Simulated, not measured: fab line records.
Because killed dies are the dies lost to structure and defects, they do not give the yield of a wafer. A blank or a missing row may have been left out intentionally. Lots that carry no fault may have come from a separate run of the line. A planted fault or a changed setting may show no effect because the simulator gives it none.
Which tool was responsible? -- flow n5_finfet -- Sampling: 10 lots, 30 wafers, 2 of 1938 route steps

WHAT THE GAUGES SHOWED, per wafer
N5_BEOL_M8_RS_MEAS_57: the measuring method here is four-point-probe.
lot,measured,on,M8_RS (ohm/sq)
L204,day 10 16:05,film_metro-02,0.292 0.301 0.294
L205,day 10 21:54,film_metro-01,0.279 0.285 0.277
L206,day 10 23:45,film_metro-01,0.296 0.299 0.295
L208,day 11 07:25,film_metro-02,0.289 0.286 0.291
L212,day 12 00:52,film_metro-01,0.288 0.279 0.285
L213,day 12 05:58,film_metro-02,0.281 0.287 0.285
L214,day 12 15:43,film_metro-01,0.299 0.289 0.284
L217,day 13 11:10,film_metro-02,0.279 0.275 0.284
L222,day 14 14:50,film_metro-01,0.282 0.279 0.276
L226,day 15 22:58,film_metro-02,0.291 0.294 0.286

WHICH TOOL RAN EACH LOT (tool, then ch and the chambers of the sampled wafers, then the start)
lot,N5_BEOL_M8_CMP_52
L204,"cmp-02 ch 0,1,3, day 10 15:39"
L205,"cmp-02 ch 0,1,2, day 10 21:31"
L206,"cmp-01 ch 0,1, day 10 23:22"
L208,"cmp-01 ch 0,2,3, day 11 07:01"
L212,"cmp-02 ch 0,2, day 12 00:26"
L213,"cmp-03 ch 1,3, day 12 05:35"
L214,"cmp-01 ch 0,1, day 12 15:17"
L217,"cmp-01 ch 0,1,3, day 13 10:49"
L222,"cmp-01 ch 1,2,3, day 14 14:24"
L226,"cmp-01 ch 0,2, day 15 22:35"
- N5_BEOL_M8_CMP_52: polishes, stops on SiCOH lowk, t overpolish 6.9 s, target thk 80 nm.

AS READ BY THE TOOLS THEMSELVES (means over the sampled wafers that have a number; for cases with no such wafer, the mark the record gives instead)
N5_BEOL_M8_CMP_52.
lot,tool,barrier_field_endpoint_s (s),clearing_platen_down_force_psi (psi),edge_zone_pressure_frac,motor_current_A (A),overpolish_run_s (s),time_to_endpoint_s (s)
L204,cmp-02,29.1,1.5004,1.005,6.1,6.906,60.8
L205,cmp-02,29.3,1.4980,1.003,5.9,6.900,63.0
L206,cmp-01,28.4,1.5004,0.991,5.8,6.899,62.3
L208,cmp-01,28.8,1.4983,0.998,6.4,6.896,61.8
L212,cmp-02,28.2,1.5005,1.001,6.2,6.901,63.2
L213,cmp-03,29.6,1.4996,0.998,6.7,6.898,60.3
L214,cmp-01,28.9,1.4988,1.000,5.5,6.906,62.1
L217,cmp-01,29.5,1.4970,0.997,6.2,6.895,65.4
L222,cmp-01,28.9,1.4993,0.998,5.9,6.898,62.1
L226,cmp-01,29.5,1.4998,0.998,5.8,6.895,63.0

THE ANSWER, worked out from the rows above alone
Rule: the usual values come from the lots themselves. The widest of any qualifying gaps counts: lots, ordered by their means at a reading, are off when they make up no more than a third of the lots, leave a main group of 4 or more, and stand apart from it by 3 or more times the standard deviation of that group's means. The tables above print the reading to a certain number of digits; a main group whose means all agree to those digits is not used. A lot without any number at a reading at which 4 lots or more have one is off too. Any other lot the step has rows for is counted as sound. After the gauges, taken in route order, come the tools' own readings; for these a lot's mean is taken, as printed above. The first step at which some lot is off is used, and at that step the reading that is off furthest; a lot without a number counts as furthest.
No lot is off on any of the readings shown, so nothing can be concluded from this.

WHAT THE SIMULATOR HAD INSERTED
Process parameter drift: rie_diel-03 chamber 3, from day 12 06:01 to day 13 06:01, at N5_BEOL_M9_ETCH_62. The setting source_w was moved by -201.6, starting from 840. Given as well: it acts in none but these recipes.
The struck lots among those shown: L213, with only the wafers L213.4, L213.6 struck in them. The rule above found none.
